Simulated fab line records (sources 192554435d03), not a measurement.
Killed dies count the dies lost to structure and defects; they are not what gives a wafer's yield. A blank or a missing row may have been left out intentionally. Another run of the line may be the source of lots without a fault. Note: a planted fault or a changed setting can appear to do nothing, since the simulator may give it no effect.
Which tool did it? || flow n5Finfet || 72 wafers sampled from 24 lots at 1 step of a route of 1938

== WHAT EACH GAUGE READ, for each wafer ==
N5_MOL_CONTACT_COAG_OVL_MEAS_41. Usual: VD_OVL gives 0.0 nm (standard deviation 0.66).
{"lot": "L074", "measured": "day 5 04:28", "on": "overlay-02", "VD_OVL (nm)": "-0.1 -0.6 -0.2", "flag": ""}
{"lot": "L075", "measured": "day 5 09:41", "on": "overlay-01", "VD_OVL (nm)": "-0.4 0.3 0.9", "flag": ""}
{"lot": "L076", "measured": "day 5 13:19", "on": "overlay-02", "VD_OVL (nm)": "-0.7 1.1 -0.3", "flag": ""}
{"lot": "L077", "measured": "day 5 18:31", "on": "overlay-02", "VD_OVL (nm)": "0.6 1.3 0.9", "flag": ""}
{"lot": "L078", "measured": "day 6 06:57", "on": "overlay-02", "VD_OVL (nm)": "-0.4 -0.7 -1.1", "flag": ""}
{"lot": "L079", "measured": "day 6 10:56", "on": "overlay-01", "VD_OVL (nm)": "0.3 0.9 0.5", "flag": ""}
{"lot": "L080", "measured": "day 6 11:32", "on": "overlay-02", "VD_OVL (nm)": "-1.0 -1.3 -1.6", "flag": ""}
{"lot": "L081", "measured": "day 6 22:09", "on": "overlay-02", "VD_OVL (nm)": "0.2 0.2 0.6", "flag": ""}
{"lot": "L082", "measured": "day 7 05:46", "on": "overlay-01", "VD_OVL (nm)": "0.8 0.9 0.2", "flag": ""}
{"lot": "L083", "measured": "day 7 12:15", "on": "overlay-02", "VD_OVL (nm)": "-0.7 -0.6 -0.3", "flag": ""}
{"lot": "L084", "measured": "day 7 15:46", "on": "overlay-01", "VD_OVL (nm)": "0.6 0.8 0.6", "flag": ""}
{"lot": "L085", "measured": "day 7 22:04", "on": "overlay-01", "VD_OVL (nm)": "-0.5 -0.5 -0.6", "flag": ""}
{"lot": "L086", "measured": "day 8 09:01", "on": "overlay-01", "VD_OVL (nm)": "0.1 -0.2 0.1", "flag": ""}
{"lot": "L087", "measured": "day 8 12:08", "on": "overlay-01", "VD_OVL (nm)": "-0.4 -0.7 -0.2", "flag": ""}
{"lot": "L088", "measured": "day 8 20:19", "on": "overlay-01", "VD_OVL (nm)": "-0.3 -0.2 0.0", "flag": ""}
{"lot": "L089", "measured": "day 8 22:10", "on": "overlay-02", "VD_OVL (nm)": "0.6 0.7 0.1", "flag": ""}
{"lot": "L090", "measured": "day 9 07:20", "on": "overlay-01", "VD_OVL (nm)": "1.5 0.1 1.3", "flag": ""}
{"lot": "L091", "measured": "day 9 09:50", "on": "overlay-01", "VD_OVL (nm)": "0.0 -0.7 0.0", "flag": ""}
{"lot": "L092", "measured": "day 9 15:56", "on": "overlay-02", "VD_OVL (nm)": "0.3 0.3 1.1", "flag": ""}
{"lot": "L093", "measured": "day 10 01:02", "on": "overlay-02", "VD_OVL (nm)": "-0.2 -0.2 0.4", "flag": ""}
{"lot": "L094", "measured": "day 10 04:14", "on": "overlay-02", "VD_OVL (nm)": "-0.8 -0.4 -0.5", "flag": ""}
{"lot": "L095", "measured": "day 10 11:19", "on": "overlay-02", "VD_OVL (nm)": "0.5 0.0 0.2", "flag": ""}
{"lot": "L096", "measured": "day 10 19:32", "on": "overlay-01", "VD_OVL (nm)": "1.0 0.6 0.0", "flag": ""}
{"lot": "L097", "measured": "day 11 02:08", "on": "overlay-02", "VD_OVL (nm)": "-0.8 0.5 -0.5", "flag": ""}

== EACH LOT AND THE TOOL THAT RAN IT (in order: tool; ch and the chambers of the sampled wafers; start) ==
Record: no process step prior to these readings.

== WHAT THE TOOLS THEMSELVES READ (means of the sampled wafers that have a number; where no wafer has one, the mark that the record gives instead) ==
The record holds no such reading with a usual standard deviation.

== THE ANSWER, worked out from the rows above alone ==
Rule: a lot is off if the mean of its wafers that have a number lies more than 3 standard deviations from the usual mean. Also off: a lot with no number at a reading for which 4 or more lots have one. Where the step has rows for the other lots, those lots are counted as sound. After the gauges, taken in route order, come the tools' own readings; for these a lot's mean is taken, as printed above. The first step at which some lot is off is used, and at that step the reading that is off furthest; a lot without a number counts as furthest.
None of the lots is off at any reading shown; this tells nothing.

== WHAT WAS PUT IN BY THE SIMULATOR ==
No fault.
